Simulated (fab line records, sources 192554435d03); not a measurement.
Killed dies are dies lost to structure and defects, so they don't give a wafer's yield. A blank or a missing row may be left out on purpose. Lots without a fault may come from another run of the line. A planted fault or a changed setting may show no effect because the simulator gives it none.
Chamber matching | flow n5_finfet | N5_DUMMY_GATE_ETCH_29 on rie_diel-04: 4 sister chambers
The step etches underlayer in N2/H2, target depth 13 nm. 4 wafers are shown with their chamber, then 11 later ones without.

WAFERS WITH THEIR CHAMBER
wafer  | chamber | drypump_motor_current_A (A)
L080.6 | 2       | 6.3
L084.1 | 1       | 5.0
L084.4 | 0       | 5.1
L087.3 | 3       | 6.1

WAFERS WITHOUT THEIR CHAMBER
wafer  | drypump_motor_current_A (A)
L087.4 | 6.3
L087.6 | 6.0
L088.3 | 5.0
L088.5 | 5.1
L088.6 | 5.0
L091.1 | 5.1
L091.4 | 6.3
L091.5 | 6.3
L096.1 | 6.1
L096.2 | 5.1
L096.6 | 6.3

WHICH CHAMBER EACH WENT THROUGH
wafer  | from the rows above | in truth
L087.4 | 2                   | 2
L087.6 | 3                   | 3
L088.3 | 1                   | 1
L088.5 | 0                   | 0
L088.6 | 1                   | 1
L091.1 | 0                   | 0
L091.4 | 2                   | 2
L091.5 | 2                   | 2
L096.1 | 3                   | 3
L096.2 | 0                   | 0
L096.6 | 2                   | 2
Placed correctly: 11 of 11. Can't be placed from these rows: 0. Placed wrongly: 0.
How it was worked out, from the rows above alone: a wafer's distance from a chamber is the root of the sum, over the readings, of the square of ((its reading less the chamber's mean) divided by the reading's scatter). The wafer belongs to the nearest chamber; if the next one is less than 2 further off, it can't be placed. A chamber's mean is the mean of its shown wafers. The scatter: with one shown wafer a chamber, the root of the mean of the squares of how far each hidden wafer lies from its nearest shown one.
